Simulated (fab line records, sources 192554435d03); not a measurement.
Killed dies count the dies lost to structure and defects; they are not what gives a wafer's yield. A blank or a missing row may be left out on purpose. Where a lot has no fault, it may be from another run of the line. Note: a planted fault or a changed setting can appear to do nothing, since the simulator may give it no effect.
fab line records	flow n5Finfet
record: lots: 9	wafers: 27	lastDay: 20
route steps=1938 shown BEOL_M2@857 BEOL_M4@1111 PASSIVATION@1936
lots untouched by any fault: they come from a run of this same line in which no faults occurred
startH: the number of hours between the record's first day and the start of the first shown wafer of the lot	waitH: hours from the lot's prior step to this one	" repeats the value in the row above	L1.1+2: one row covering several wafers at once	- no value present, or no start provided	* or withheld: withheld	< > ~ a bound
route shown NAME@n: names a module that has steps shown in the file, with the first one's number in the route	usual: mean and standard deviation over wafers with no fault	same: alike in all rows	chamber/n: place in a boat	sites: each site's reading	_std_site: their standard deviation	_edge_site: inner sites' mean taken away from outer sites' mean	radiusMm: for every site, how far away it sits from the centre of the wafer	mask NAME#n: copy n	behind: tool/chamber where the wafer was last shaped	hold: why the lot went on hold/how many hours it stayed there/how the hold came to an end	device: transistor that didn't switch, given as n, p or np	end of line: at the end of the route, the tests of the same wafers	step lacking rows: just its recipe	killed: not the wafer's yield, but the dies lost to structure and defects at the first sort	map: per-die view of a wafer (x killed, . not killed, _ where there is no die)
set.NAME: the run value of the setting; set.NAME@STEP: its run value at that earlier step	model.NAME: the simulator's own value behind a step, which no gauge read
route steps across a sampled set of lots; one table per step, one row per wafer
services: when a tool's chamber went out of use (startH, in hours from the record's first day, below 0 if earlier), for how many hours, and the reason
== steps ==
step: N5_BEOL_M2_DESCUM_16
recipe: chemistry: O2	timeS: 7	sourcePowerW: 50	biasPowerW: 20	pressureMtorr: 20	rfFrequencyHz: 2.712e+07	tempC: 40	resist: CAR-EUV	o2FlowSccm: 225
usual: chamberPressureMTorr: 20.000/0.02	drypumpMotorCurrentA: 5.7/0.45	oesProductAu: 0.80/0.1	rfFwdPowerW: 49.42/0.25	rfVppV: 242.9/1.3	showerheadPlenumPTorr: 2.07/0.061	throttleValvePct: 20.53/0.27
lot.wafer	tool	chamber	startH	waitH	chamberPressureMTorr	drypumpMotorCurrentA	oesProductAu	rfFwdPowerW	rfHoursCounterH	rfVppV	showerheadPlenumPTorr	throttleValvePct
L613.1	rieDiel-05	1	150.38	0.0	19.996	6.5	0.71	49.60	207	240.5	2.00	20.69
L613.5	"	3	"	"	19.998	5.4	0.70	49.58	-	243.3	2.07	20.87
L613.6	"	2	"	"	20.024	6.3	0.73	49.55	-	243.7	2.09	20.58
L616.1	rieDiel-05	1	164.54	0.7	19.968	6.5	0.71	49.74	211	241.9	2.00	20.69
L616.5	"	3	"	"	20.007	5.4	0.70	49.72	-	242.9	2.07	20.88
L616.6	"	2	"	"	20.015	6.3	0.73	49.38	-	242.9	2.09	20.59
L618.1	rieDiel-05	0	180.36	0.0	19.998	6.5	0.94	49.25	11	243.5	2.06	19.96
L618.5	"	3	"	"	19.984	5.4	0.70	49.84	-	243.1	2.07	20.89
L618.6	"	0	"	"	20.036	6.5	0.93	49.33	-	242.1	2.06	19.96
L624.2	rieDiel-06	3	202.03	0.0	19.999	4.9	0.69	49.75	250	244.3	2.06	21.01
L624.4	"	1	"	"	19.994	5.8	0.76	49.75	-	243.1	2.00	20.55
L624.6	"	2	"	"	19.998	5.6	0.80	49.61	-	242.7	2.10	20.26
L625.3	rieDiel-06	2	227.70	0.6	20.029	5.6	0.79	49.31	116	244.1	2.10	20.25
L625.4	"	3	"	"	19.977	4.9	1.02	49.32	1	242.0	2.06	20.58
L625.6	"	2	"	"	19.984	5.5	0.79	49.44	-	242.8	2.10	20.25
L626.4	rieDiel-06	3	234.98	2.6	20.015	4.9	0.99	49.70	5	243.9	2.06	20.60
L626.5	"	3	"	"	19.978	4.9	1.00	49.57	-	243.2	2.06	20.62
L626.6	"	2	"	"	20.019	5.5	0.78	49.26	-	243.7	2.10	20.26
L630.2	rieDiel-06	3	246.97	1.0	19.978	4.9	0.97	49.63	11	242.6	2.05	20.61
L630.4	"	2	"	"	19.995	5.5	0.78	49.38	125	243.0	2.10	20.27
L630.6	"	0	"	"	19.996	5.7	0.92	48.82	-	241.7	2.05	20.36
L634.2	rieDiel-03	2	272.66	0.0	20.000	5.8	0.85	49.36	68	245.0	2.21	20.33
L634.4	"	2	"	"	19.985	5.8	0.85	49.35	-	243.5	2.21	20.33
L634.6	"	1	"	"	19.998	5.4	0.92	49.68	-	242.3	2.06	20.59
L635.1	rieDiel-03	1	281.02	0.2	19.992	5.5	0.92	49.49	25	243.3	2.06	20.61
L635.2	"	0	"	"	20.009	5.7	0.71	49.11	211	242.9	1.98	20.72
L635.6	"	1	"	"	19.992	5.5	0.91	49.39	-	243.4	2.06	20.60
step: N5_BEOL_M2_EXPOSE_25
recipe: maskId: V1	na: 0.33	sourceShape: quasar	sigmaInner: 0.2	sigmaOuter: 0.8	polarization: unpolarized	defocusNm: 5	doseMj: 63
lot.wafer	tool	chamber	startH	waitH	mask
L613.1+5+6	euvScanner-02	0	151.25	-	V1#0
L616.1+5+6	euvScanner-02	0	165.24	-	V1#0
L618.1+5+6	euvScanner-02	0	181.10	-	V1#0
L624.2+4+6	euvScanner-01	0	202.65	-	V1#0
L625.3+4+6	euvScanner-02	0	228.43	-	V1#0
L626.4+5+6	euvScanner-02	0	235.90	-	V1#0
L630.2+4+6	euvScanner-01	0	247.73	-	V1#0
L634.2+4+6	euvScanner-01	0	273.49	-	V1#0
L635.1+2+6	euvScanner-01	0	282.00	-	V1#0
step: N5_BEOL_M2_CD_MEAS_28
recipe: targetCdNm: 26.2	landingEnergyEv: 500	detector: seInlens	targetCdYNm: 24.1	polarity: opening
usual: cdNm: 26.11/0.23
same: landingEnergyEv: 500
lot.wafer	tool	chamber	startH	waitH	cdNm
L613.1	cdSem-01	0	151.40	-	26.22
L613.5	"	0	"	"	26.12
L613.6	"	0	"	"	26.24
L616.1	cdSem-01	0	165.39	-	26.36
L616.5	"	0	"	"	26.11
L616.6	"	0	"	"	26.04
L618.1	cdSem-03	0	181.24	-	26.28
L618.5	"	0	"	"	25.94
L618.6	"	0	"	"	26.27
L624.2	cdSem-01	0	202.79	-	25.99
L624.4	"	0	"	"	26.28
L624.6	"	0	"	"	26.55
L625.3	cdSem-03	0	228.56	-	26.20
L625.4	"	0	"	"	26.18
L625.6	"	0	"	"	26.35
L626.4	cdSem-02	0	236.02	-	26.14
L626.5	"	0	"	"	26.39
L626.6	"	0	"	"	26.75
L630.2	cdSem-03	0	247.87	-	25.81
L630.4	"	0	"	"	26.19
L630.6	"	0	"	"	26.13
L634.2	cdSem-01	0	273.63	-	25.79
L634.4	"	0	"	"	25.97
L634.6	"	0	"	"	26.01
L635.1	cdSem-01	0	282.15	-	26.58
L635.2	"	0	"	"	26.06
L635.6	"	0	"	"	26.15
step: N5_BEOL_M2_OVL_MEAS_29
recipe: pointsPerWafer: 522
usual: V1_OVL: -0.4/0.73
same: pointsPerWafer: 522
lot.wafer	tool	chamber	startH	waitH	V1_OVL[nm]
L613.1	overlay-02	0	151.43	0.0	-0.5
L613.5	"	0	"	"	0.2
L613.6	"	0	"	"	-0.4
L616.1	overlay-02	0	165.42	0.0	-0.2
L616.5	"	0	"	"	0.2
L616.6	"	0	"	"	0.3
L618.1	overlay-02	0	181.27	0.0	-2.5
L618.5	"	0	"	"	-0.9
L618.6	"	0	"	"	-1.7
L624.2	overlay-01	0	202.82	0.0	0.1
L624.4	"	0	"	"	-0.5
L624.6	"	0	"	"	0.6
L625.3	overlay-01	0	228.60	0.0	2.9
L625.4	"	0	"	"	2.7
L625.6	"	0	"	"	2.2
L626.4	overlay-01	0	236.06	0.0	3.9
L626.5	"	0	"	"	3.6
L626.6	"	0	"	"	3.0
L630.2	overlay-02	0	247.90	0.0	0.1
L630.4	"	0	"	"	-0.5
L630.6	"	0	"	"	-1.1
L634.2	overlay-01	0	273.67	0.0	-0.2
L634.4	"	0	"	"	0.3
L634.6	"	0	"	"	0.6
L635.1	overlay-01	0	282.18	0.0	-0.3
L635.2	"	0	"	"	-0.6
L635.6	"	0	"	"	0.0
step: N5_BEOL_M2_INSPECT_30
recipe: mode: adi	inspectInstrument: brightfield
usual: rawDefectCount: 490/110
lot.wafer	tool	chamber	startH	waitH	rawDefectCount
L613.1	defectInspect-01	-	151.49	0.1	500
L613.5	"	-	"	"	398
L613.6	"	-	"	"	769
L616.1	defectInspect-02	-	165.48	0.1	569
L616.5	"	-	"	"	407
L616.6	"	-	"	"	483
L618.1	defectInspect-02	-	181.33	0.1	358
L618.5	"	-	"	"	253
L618.6	"	-	"	"	277
L624.2	defectInspect-01	-	202.88	0.0	643
L624.4	"	-	"	"	438
L624.6	"	-	"	"	610
L625.3	defectInspect-01	-	228.65	0.0	454
L625.4	"	-	"	"	454
L625.6	"	-	"	"	399
L626.4	defectInspect-01	-	236.10	0.0	436
L626.5	"	-	"	"	420
L626.6	"	-	"	"	362
L630.2	defectInspect-01	-	247.96	0.0	691
L630.4	"	-	"	"	745
L630.6	"	-	"	"	617
L634.2	defectInspect-02	-	273.72	0.0	455
L634.4	"	-	"	"	439
L634.6	"	-	"	"	631
L635.1	defectInspect-02	-	282.24	0.1	540
L635.2	"	-	"	"	647
L635.6	"	-	"	"	413
step: N5_BEOL_M4_RC_MEAS_101
usual: DIBL_N: 35.9/1.2	DIBL_P: 35.9/1.4	IOFF_N: 0.149/0.02	IOFF_P: 0.205/0.022	ION_N: 671/8.8	ION_P: 461/5.9	SS_N: 71.4/0.51	SS_P: 73.2/0.56	VT_N: 250.6/2.5	VT_P: -250.1/2.3
lot.wafer	tool	chamber	startH	waitH	DIBL_N[mV/V]	DIBL_P[mV/V]	IOFF_N[nA/um]	IOFF_P[nA/um]	ION_N[uA/um]	ION_P[uA/um]	SS_N[mV/dec]	SS_P[mV/dec]	VT_N[mV]	VT_P[mV]
L613.1	prober-02	0	208.48	0.0	36.4	35.8	0.157	0.223	676	466	71.5	73.6	249.7	-246.2
L613.5	"	0	"	"	36.8	35.7	0.157	0.233	671	466	72.5	73.6	250.3	-248.6
L613.6	"	0	"	"	36.7	36.5	0.165	0.243	671	465	71.3	72.3	249.1	-247.0
L616.1	prober-02	0	243.12	0.0	33.7	35.3	0.114	0.181	653	453	70.9	73.1	253.2	-251.4
L616.5	"	0	"	"	35.6	38.1	0.147	0.214	666	458	72.0	73.2	251.1	-251.1
L616.6	"	0	"	"	34.3	35.7	0.121	0.177	650	452	71.3	72.8	255.3	-254.3
L618.1	prober-01	0	246.53	0.0	35.2	35.3	0.126	0.174	666	451	71.1	72.8	252.4	-251.1
L618.5	"	0	"	"	36.3	36.9	0.146	0.195	674	460	72.0	73.3	251.7	-251.5
L618.6	"	0	"	"	35.7	36.8	0.137	0.201	667	464	71.2	73.7	254.8	-249.2
L624.2	prober-02	0	269.31	0.2	35.5	33.2	0.119	0.190	652	458	70.8	71.9	253.3	-250.8
L624.4	"	0	"	"	34.5	31.5	0.107	0.169	653	462	70.2	71.6	254.1	-251.5
L624.6	"	0	"	"	36.6	34.0	0.129	0.198	656	460	70.9	71.9	253.5	-250.2
L625.3	prober-02	0	284.77	0.3	33.5	33.7	0.108	0.159	654	454	71.1	73.4	256.5	-254.7
L625.4	"	0	"	"	35.2	35.4	0.131	0.183	670	462	71.8	73.5	252.5	-251.4
L625.6	"	0	"	"	34.5	34.5	0.119	0.166	658	451	70.7	72.6	253.0	-255.3
L626.4	prober-02	0	290.18	0.5	34.1	36.2	0.146	0.232	675	464	71.5	73.3	248.4	-247.9
L626.5	"	0	"	"	34.2	35.8	0.150	0.226	678	467	71.9	72.9	248.1	-248.5
L626.6	"	0	"	"	35.2	37.2	0.167	0.251	679	472	71.5	73.6	248.2	-246.4
L630.2	prober-02	0	322.50	0.2	38.7	39.3	0.188	0.248	685	468	72.0	74.0	250.4	-252.2
L630.4	"	0	"	"	36.7	36.6	0.143	0.192	681	466	72.3	73.5	253.3	-250.0
L630.6	"	0	"	"	37.3	36.2	0.145	0.193	673	451	72.0	73.4	252.4	-251.0
L634.2	prober-01	0	323.70	0.2	34.6	33.9	0.118	0.166	658	451	71.4	72.5	255.1	-253.8
L634.4	"	0	"	"	37.2	36.8	0.165	0.211	676	461	71.7	73.7	248.7	-246.3
L634.6	"	0	"	"	34.8	34.6	0.129	0.175	665	456	71.1	72.6	254.3	-252.8
L635.1	prober-02	0	360.66	0.0	37.5	35.7	0.171	0.244	680	473	71.2	74.4	247.1	-247.2
L635.2	"	0	"	"	36.5	34.1	0.145	0.216	664	461	71.5	74.0	249.7	-248.4
L635.6	"	0	"	"	36.1	34.7	0.144	0.222	673	470	71.0	73.2	249.8	-246.4
step: N5_PASSIVATION_PROBE_49
usual: defectLimitedYield: 91.1/1.4	killed_at_M0_to_M3: 34/10	killed_at_M4_up: 14/5.5	killedAtContacts: 12/5.1	killedAtFrontEnd: 41/12	killedAtOther: 4/3.1	killedDies: 105/17	killedOpen: 70/13	killedShort: 33/7.6	sort_bin_5_function: 5.3/0.98	sort_bin_6_memory: 3.3/0.67	sort_bin_8_speed: 0.00/0.007	sortNPass: 1075/17	sortYieldPct: 91.1/1.4
same: grossDies: 1180	killedAtBackSide: 0	sort_bin_4_leakage[%]: 0
lot.wafer	tool	chamber	startH	waitH	defectLimitedYield[%]	killed_at_M0_to_M3	killed_at_M4_up	killedAtContacts	killedAtFrontEnd	killedAtOther	killedDies	killedOpen	killedShort	sort_bin_5_function[%]	sort_bin_6_memory[%]	sort_bin_8_speed[%]	sortNPass	sortYieldPct[%]
L613.1	prober-02	-	317.76	0.0	92.8	39	4	18	24	0	85	61	22	3.3	3.7	0	1095	92.8
L613.5	prober-02	-	317.96	0.2	89.1	51	10	13	49	6	129	92	35	6.7	3.9	0	1051	89.1
L613.6	prober-02	-	318.01	0.3	90.9	44	10	10	41	2	107	66	34	4.1	4.6	0	1073	90.9
L616.1	prober-01	-	345.22	0.0	90.9	21	8	15	57	6	107	71	34	5.0	3.6	0	1073	90.9
L616.5	prober-01	-	345.42	0.2	89.5	38	12	5	60	9	124	81	38	6.4	3.9	0	1056	89.5
L616.6	prober-01	-	345.47	0.3	90.5	45	14	4	44	5	112	75	33	5.4	3.8	0	1068	90.5
L618.1	prober-01	-	348.89	0.0	90.3	22	18	16	55	4	115	87	28	5.9	3.5	0	1065	90.3
L618.5	prober-01	-	349.09	0.2	91.9	25	11	15	43	2	96	76	19	4.7	3.3	0	1084	91.9
L618.6	prober-01	-	349.14	0.3	91.1	25	13	20	46	1	105	69	35	5.2	3.5	0	1075	91.1
L624.2	prober-01	-	382.81	0.1	91.9	42	7	18	25	3	95	65	29	4.0	3.8	0.08	1084	91.9
L624.4	prober-01	-	382.91	0.2	93.8	30	4	9	26	4	73	49	23	4.0	1.9	0	1107	93.8
L624.6	prober-01	-	383.01	0.3	92.6	46	9	11	20	1	87	61	26	4.9	2.3	0	1093	92.6
L625.3	prober-01	-	394.23	0.1	92.5	14	10	24	39	1	88	48	40	4.1	3.1	0	1092	92.5
L625.4	prober-01	-	394.28	0.2	93.4	19	9	7	37	6	78	44	34	3.8	2.5	0	1102	93.4
L625.6	prober-01	-	394.38	0.3	91.7	35	9	12	35	7	98	63	35	5.4	2.7	0	1082	91.7
L626.4	prober-01	-	400.83	0.2	90.8	31	13	12	46	6	108	69	37	5.1	3.8	0	1072	90.8
L626.5	prober-01	-	400.88	0.2	91.8	28	21	11	31	6	97	64	29	5.0	3.1	0	1083	91.8
L626.6	prober-01	-	400.93	0.3	93.0	28	21	8	26	0	83	53	28	4.1	3.0	0	1097	93.0
L634.2	prober-01	-	420.31	0.1	90.5	43	11	7	46	5	112	71	39	6.1	3.3	0	1068	90.5
L634.4	prober-01	-	420.41	0.2	90.0	40	22	9	44	3	118	79	38	6.1	3.5	0	1062	90.0
L634.6	prober-01	-	420.51	0.3	88.8	69	13	4	42	4	132	74	56	7.4	3.2	0	1048	88.8
L630.2	prober-02	-	436.89	0.1	91.5	31	14	8	40	7	100	63	33	6.0	2.3	0	1080	91.5
L630.4	prober-02	-	436.99	0.2	92.0	38	10	10	27	9	94	56	35	4.6	2.9	0	1086	92.0
L630.6	prober-02	-	437.09	0.3	92.0	32	17	10	32	3	94	68	25	4.6	3.0	0	1086	92.0
L635.1	prober-01	-	476.58	0.0	90.7	47	17	11	35	0	110	70	39	5.3	3.6	0	1070	90.7
L635.2	prober-01	-	476.63	0.1	89.7	45	18	12	45	1	121	81	40	5.5	4.6	0	1059	89.7
L635.6	prober-01	-	476.83	0.3	91.5	34	17	11	38	0	100	64	36	4.9	3.4	0	1080	91.5
killed by level:class
L613.1 MOL_CONTACT_COAG:geometricParticle:open=14 STI_FIN_REVEAL:geometricParticle:open=9 BEOL_M2:geometricParticle:open=9 BEOL_M0_SAQP:geometricParticle:open=7 BEOL_M3:geometricParticle:open=6 MOL_CONTACT_COAG:geometricParticle:short=4 BEOL_M0_SAQP:geometricParticle:short=4 BEOL_M0:geometricParticle:short=4
L613.5 BEOL_M0_SAQP:geometricParticle:open=15 DUMMY_GATE:geometricParticle:open=12 MOL_CONTACT_COAG:geometricParticle:open=12 STI_FIN_REVEAL:geometricParticle:open=9 BEOL_M0_SAQP:geometricParticle:short=9 BEOL_M3:geometricParticle:open=8 BEOL_M2:geometricParticle:open=7 FIN_SAQP:geometricParticle:open=5
L613.6 BEOL_M0_SAQP:geometricParticle:short=17 MOL_CONTACT_COAG:geometricParticle:open=10 BEOL_M0_SAQP:geometricParticle:open=9 STI_FIN_REVEAL:geometricParticle:open=7 GATE_CUT:geometricParticle:short=7 ILD0:geometricParticle:open=6 BEOL_M3:geometricParticle:open=5 BEOL_M1:geometricParticle:open=4
L616.1 STI_FIN_REVEAL:geometricParticle:open=13 MOL_CONTACT_COAG:geometricParticle:open=13 FIN_SAQP:geometricParticle:short=12 DUMMY_GATE:geometricParticle:open=10 FIN_SAQP:geometricParticle:open=7 BEOL_M1:geometricParticle:open=6 BEOL_M0_SAQP:geometricParticle:open=4 ILD0:geometricParticle:short=3
L616.5 BEOL_M0_SAQP:geometricParticle:open=15 FIN_SAQP:geometricParticle:open=12 STI_FIN_REVEAL:geometricParticle:open=10 FIN_SAQP:geometricParticle:short=8 BEOL_M0_SAQP:geometricParticle:short=8 BEOL_M2:geometricParticle:open=6 GATE_CUT:geometricParticle:open=4 BEOL_M3:geometricParticle:open=4
L616.6 FIN_SAQP:geometricParticle:open=17 FIN_SAQP:geometricParticle:short=8 BEOL_M1:geometricParticle:open=8 BEOL_M2:geometricParticle:open=8 BEOL_M0_SAQP:geometricParticle:short=7 BEOL_M0_SAQP:geometricParticle:open=6 STI_FIN_REVEAL:geometricParticle:open=5 BEOL_M1:geometricParticle:short=5
L618.1 STI_FIN_REVEAL:geometricParticle:open=26 MOL_CONTACT_COAG:geometricParticle:open=12 BEOL_M4:geometricParticle:open=8 DUMMY_GATE:geometricParticle:open=7 STI_FIN_REVEAL:geometricParticle:short=5 BEOL_M0:geometricParticle:open=5 BEOL_M2:geometricParticle:open=5 MOL_CONTACT_COAG:geometricParticle:short=4
L618.5 STI_FIN_REVEAL:geometricParticle:open=23 MOL_CONTACT_COAG:geometricParticle:open=12 BEOL_M0:geometricParticle:open=8 FIN_SAQP:geometricParticle:open=6 FIN_SAQP:geometricParticle:short=4 BEOL_M6:geometricParticle:open=4 BEOL_M1:geometricParticle:open=4 BEOL_M2:geometricParticle:open=4
L618.6 MOL_CONTACT_COAG:geometricParticle:open=18 STI_FIN_REVEAL:geometricParticle:open=10 FIN_SAQP:geometricParticle:open=7 BEOL_M0:geometricParticle:open=7 BEOL_M3:geometricParticle:open=7 FIN_SAQP:geometricParticle:short=6 STI_FIN_REVEAL:geometricParticle:short=6 GATE_CUT:geometricParticle:short=5
L624.2 BEOL_M2:geometricParticle:open=14 MOL_CONTACT_COAG:geometricParticle:open=13 FIN_SAQP:geometricParticle:open=9 BEOL_M3:geometricParticle:open=9 BEOL_M0_SAQP:geometricParticle:short=6 FIN_SAQP:geometricParticle:short=5 MOL_CONTACT_COAG:geometricParticle:short=5 BEOL_M2:geometricParticle:short=5
L624.4 BEOL_M2:geometricParticle:open=9 MOL_CONTACT_COAG:geometricParticle:open=7 FIN_SAQP:geometricParticle:open=6 BEOL_M3:geometricParticle:open=6 FIN_SAQP:geometricParticle:short=4 DUMMY_GATE:geometricParticle:open=4 BEOL_M2:geometricParticle:short=3 STARTING-WAFER:geometricParticle:short=3
L624.6 BEOL_M2:geometricParticle:open=19 MOL_CONTACT_COAG:geometricParticle:open=9 BEOL_M0_SAQP:geometricParticle:short=9 FIN_SAQP:geometricParticle:open=8 BEOL_M3:geometricParticle:open=6 BEOL_M0_SAQP:geometricParticle:open=5 BEOL_M5:geometricParticle:open=4 GATE_CUT:geometricParticle:short=3
L625.3 MOL_CONTACT_COAG:geometricParticle:open=18 FIN_SAQP:geometricParticle:short=8 GATE_CUT:geometricParticle:short=7 FIN_SAQP:geometricParticle:open=6 MOL_CONTACT_COAG:geometricParticle:short=6 STI_FIN_REVEAL:geometricParticle:short=4 STI_FIN_REVEAL:geometricParticle:open=4 STARTING-WAFER:geometricParticle:short=4
L625.4 FIN_SAQP:geometricParticle:short=10 BEOL_M0_SAQP:geometricParticle:short=9 MOL_CONTACT_COAG:geometricParticle:open=7 FIN_SAQP:geometricParticle:open=6 STI_FIN_REVEAL:geometricParticle:open=4 GATE_CUT:geometricParticle:short=4 GATE_CUT:geometricParticle:open=4 BEOL_M0_SAQP:geometricParticle:open=3
L625.6 BEOL_M2:geometricParticle:open=12 FIN_SAQP:geometricParticle:open=11 MOL_CONTACT_COAG:geometricParticle:open=9 STI_FIN_REVEAL:geometricParticle:open=6 BEOL_M0_SAQP:geometricParticle:short=6 FIN_SAQP:geometricParticle:short=5 STI_FIN_REVEAL:geometricParticle:short=5 BEOL_M0_SAQP:geometricParticle:open=5
L626.4 FIN_SAQP:geometricParticle:short=10 STI_FIN_REVEAL:geometricParticle:open=10 MOL_CONTACT_COAG:geometricParticle:open=9 BEOL_M3:geometricParticle:open=6 BEOL_M4:geometricParticle:open=6 FIN_SAQP:geometricParticle:open=5 GATE_CUT:geometricParticle:open=5 BEOL_M0_SAQP:geometricParticle:open=5
L626.5 MOL_CONTACT_COAG:geometricParticle:open=9 BEOL_M0_SAQP:geometricParticle:open=7 BEOL_M3:geometricParticle:open=6 BEOL_M4:geometricParticle:open=5 FIN_SAQP:geometricParticle:open=4 STI_FIN_REVEAL:geometricParticle:open=4 BEOL_M0_SAQP:geometricParticle:short=4 BEOL_M2:geometricParticle:open=4
L626.6 BEOL_M0_SAQP:geometricParticle:open=7 BEOL_M5:geometricParticle:open=7 MOL_CONTACT_COAG:geometricParticle:open=6 BEOL_M0_SAQP:geometricParticle:short=6 BEOL_M3:geometricParticle:open=6 FIN_SAQP:geometricParticle:short=5 DUMMY_GATE:geometricParticle:open=5 BEOL_M8:geometricParticle:open=5
L634.2 BEOL_M3:geometricParticle:open=12 BEOL_M0_SAQP:geometricParticle:open=11 BEOL_M1:geometricParticle:open=10 FIN_SAQP:geometricParticle:open=9 FIN_SAQP:geometricParticle:short=8 BEOL_M0_SAQP:geometricParticle:short=7 DUMMY_GATE:geometricParticle:open=6 GATE_CUT:geometricParticle:short=5
L634.4 BEOL_M4:geometricParticle:open=11 DUMMY_GATE:geometricParticle:open=10 BEOL_M3:geometricParticle:open=10 MOL_CONTACT_COAG:geometricParticle:open=7 BEOL_M0_SAQP:geometricParticle:open=7 BEOL_M0_SAQP:geometricParticle:short=7 BEOL_M1:geometricParticle:open=7 FIN_SAQP:geometricParticle:open=6
L634.6 BEOL_M0_SAQP:geometricParticle:short=22 FIN_SAQP:geometricParticle:short=14 BEOL_M0_SAQP:geometricParticle:open=14 BEOL_M3:geometricParticle:open=8 BEOL_M2:geometricParticle:open=7 FIN_SAQP:geometricParticle:open=6 BEOL_M1:geometricParticle:open=6 STI_FIN_REVEAL:geometricParticle:open=5
L630.2 BEOL_M4:geometricParticle:open=9 BEOL_M1:geometricParticle:open=9 MOL_CONTACT_COAG:geometricParticle:open=8 FIN_SAQP:geometricParticle:open=7 BEOL_M0_SAQP:geometricParticle:short=7 BEOL_M0_SAQP:geometricParticle:open=6 FIN_SAQP:geometricParticle:short=5 STI_FIN_REVEAL:geometricParticle:open=5
L630.4 BEOL_M0_SAQP:geometricParticle:short=8 BEOL_M1:geometricParticle:open=8 DUMMY_GATE:geometricParticle:open=6 MOL_CONTACT_COAG:geometricParticle:open=6 BEOL_M0_SAQP:geometricParticle:open=6 BEOL_M3:geometricParticle:open=5 BEOL_M4:geometricParticle:open=5 PASS1_CAP:geometricParticle:open=5
L630.6 BEOL_M1:geometricParticle:open=9 BEOL_M3:geometricParticle:open=9 STI_FIN_REVEAL:geometricParticle:open=7 MOL_CONTACT_COAG:geometricParticle:open=7 BEOL_M4:geometricParticle:open=6 ILD0:geometricParticle:short=4 BEOL_M2:geometricParticle:open=4 FIN_SAQP:geometricParticle:open=3
L635.1 BEOL_M0_SAQP:geometricParticle:open=16 MOL_CONTACT_COAG:geometricParticle:open=10 STI_FIN_REVEAL:geometricParticle:open=9 BEOL_M0_SAQP:geometricParticle:short=8 BEOL_M3:geometricParticle:open=8 BEOL_M4:geometricParticle:open=8 FIN_SAQP:geometricParticle:short=5 BEOL_M2:geometricParticle:short=5
L635.2 FIN_SAQP:geometricParticle:open=14 FIN_SAQP:geometricParticle:short=10 BEOL_M1:geometricParticle:open=10 MOL_CONTACT_COAG:geometricParticle:open=9 BEOL_M2:geometricParticle:open=8 BEOL_M4:geometricParticle:open=7 BEOL_M0_SAQP:geometricParticle:open=7 ILD0:geometricParticle:short=5
L635.6 BEOL_M2:geometricParticle:open=13 MOL_CONTACT_COAG:geometricParticle:open=8 FIN_SAQP:geometricParticle:short=7 DUMMY_GATE:geometricParticle:open=7 FIN_SAQP:geometricParticle:open=5 BEOL_M0_SAQP:geometricParticle:short=5 BEOL_M3:geometricParticle:open=5 BEOL_M4:geometricParticle:open=5
== services ==
tool	chamber	startH	hours	kind
euvScanner-02	-	135.89	4.6	pm
euvScanner-01	-	137.00	0.5	repair
rieDiel-05	-	156.79	2.8	pm
euvScanner-02	-	162.33	1.0	pm
euvScanner-01	-	165.04	1.0	pm
rieDiel-03	2	170.07	2.4	repair
euvScanner-02	0	173.90	-	calibration
rieDiel-06	0	187.27	-	clean
rieDiel-06	0	187.27	-	consumableReplace:focusRing
rieDiel-06	0	187.27	16.8	scheduledDown
rieDiel-06	0	187.27	16.8	ventCycle
euvScanner-02	-	193.36	0.2	repair
rieDiel-06	3	204.37	-	clean
euvScanner-02	-	218.48	1.0	pm
euvScanner-01	-	221.19	1.0	pm
rieDiel-05	-	223.81	28.1	pm
euvScanner-01	-	224.48	3.7	repair
euvScanner-01	-	250.83	4.6	pm
euvScanner-01	-	257.24	1.3	repair
rieDiel-05	1	267.39	5.0	repair
euvScanner-02	-	269.29	0.8	repair
euvScanner-02	-	274.63	1.0	pm
euvScanner-02	-	276.49	0.3	repair
euvScanner-01	-	277.34	1.0	pm
== key ==
firstSign: step: N5_BEOL_M2_OVL_MEAS_29	reading: V1_OVL	direction: up	sigmas: 4.7	usual: -0.4	struck: 3.1
effect none on later readings
metAt N5_BEOL_M2_EXPOSE_25
struckLots L625,L626
notActingAt N5_BEOL_M2_DESCUM_16,N5_BEOL_M2_CD_MEAS_28,N5_BEOL_M2_INSPECT_30
onsetBetween 181.10 228.43
fault: kind: scannerMatchingOverlay	tool: euvScanner-02	chamber: -	onsetH: 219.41	steps: N5_BEOL_M2_EXPOSE_25	offset: 3.1654
